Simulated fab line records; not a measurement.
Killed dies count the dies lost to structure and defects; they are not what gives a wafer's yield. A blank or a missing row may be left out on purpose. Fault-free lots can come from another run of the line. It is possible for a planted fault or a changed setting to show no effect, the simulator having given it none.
Code-filled problem report in 8D (eight disciplines) form ; flow nand_harc ; the parts of the form that need people (team, actions taken, sign-off) are left out

## 1. WHAT WENT WRONG
Mean of rf_fwd_power_W at NHARC_A_STAIRCASE_ETCH_25: 498.0 W across 3 wafers in 2 lots; on wafers with no fault it is 592.7 W (standard deviation 2.9). That puts it -33 standard deviations away from the usual mean.
The step: etches the open film in C4F8/O2, target depth 100 nm, time 40.5 s.
First seen on wafer L712.1, day 20 07:28, on rie_diel-13. The record holds 36 wafers of 12 lots with a number at this step. Rule for "out", or "out of limits": more than 4 standard deviations from the usual mean. The other wafers with a number count as sound.

## 2. WHAT THIS IS AND IS NOT
question;is;is not
which readings at this step;rf_fwd_power_W, oes_product_au;rf_vpp_V
which lots;L712, L714;L702, L703, L706, L707, L708, L721, L722, L723, L724, L725
which wafers of those lots;L712.1, L714.1, L714.5;L712.3, L712.6, L714.4
read on which tools;rie_diel-13;rie_diel-08, rie_diel-11
when;from day 20 07:28;"up to then (17 sound wafers); but 16 sound wafers of L714, L721, L722, L723, L724, L725 came after"

## 3. WHAT RULES OUT EACH SUSPECT
Counting: a tool at a process step up to the reading stays a suspect if it ran every lot that is out. Sound lots after the first of them don't rule it out here, since some wafers of a struck lot are sound.
- rie_diel-13 at NHARC_A_STAIRCASE_TRIM_24 (chemistry O2, time 211.2 s): kept. It ran every lot that is out, first L712 (day 20 07:28); its last sound lot up to then is L708 (day 18 20:14). Because NHARC_A_STAIRCASE_TRIM_24 lacks a start for some lots, the hours and order of its lots are taken from NHARC_A_STAIRCASE_ETCH_25.
- rie_diel-13 at NHARC_A_STAIRCASE_ETCH_25 (etches the open film in C4F8/O2, target depth 100 nm, time 40.5 s): kept. It ran every lot that is out, first L712 (day 20 07:28); its last sound lot up to then is L708 (day 18 20:14). On those wafers its own readings are out: oes_product_au, rf_fwd_power_W.
- The sound lot-mates ran in chamber 2 of rie_diel-13 at NHARC_A_STAIRCASE_ETCH_25, but the wafers that are out ran in chamber 0.
The count leaves rie_diel-13 at NHARC_A_STAIRCASE_ETCH_25 and rie_diel-13 at NHARC_A_STAIRCASE_TRIM_24.

## 4. THE CAUSE (what the simulator had put in)
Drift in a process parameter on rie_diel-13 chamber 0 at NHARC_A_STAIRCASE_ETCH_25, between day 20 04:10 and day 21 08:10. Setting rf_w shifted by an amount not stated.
Of the 2 suspects that counting leaves, this tool is one.

## 5. THE CHAIN OF EFFECTS, in route order
One row per reading whose mean, taken over the struck wafers that have a number, lies over 3 standard deviations from the usual. Readings are gone through only where the record gives a usual standard deviation; hours: the median, over the lots, of the time from a lot's start at the first step in this table giving one to that lot's start at this step; sigmas: the change measured in usual standard deviations.
hours;step;reading;usual;on struck wafers;change;sigmas
0;NHARC_A_STAIRCASE_ETCH_25;oes_product_au;0.943 a.u.;0.860;-0.083;-8.3
0;NHARC_A_STAIRCASE_ETCH_25;rf_fwd_power_W;592.7 W;498.0;-94.7;-33
Here are the process steps it includes:
- NHARC_A_STAIRCASE_ETCH_25: etches the open film in C4F8/O2, target depth 100 nm, time 40.5 s.
At these later measuring or inspecting steps, every struck wafer for which the step has a row has a number for every such reading, and none has moved that far: NHARC_END_SORT_01.

## 6. HOW IT WOULD HAVE BEEN CAUGHT EARLIER
In this record the first reading out of limits was taken at day 20 07:28, 3 hours after the fault began at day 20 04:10.
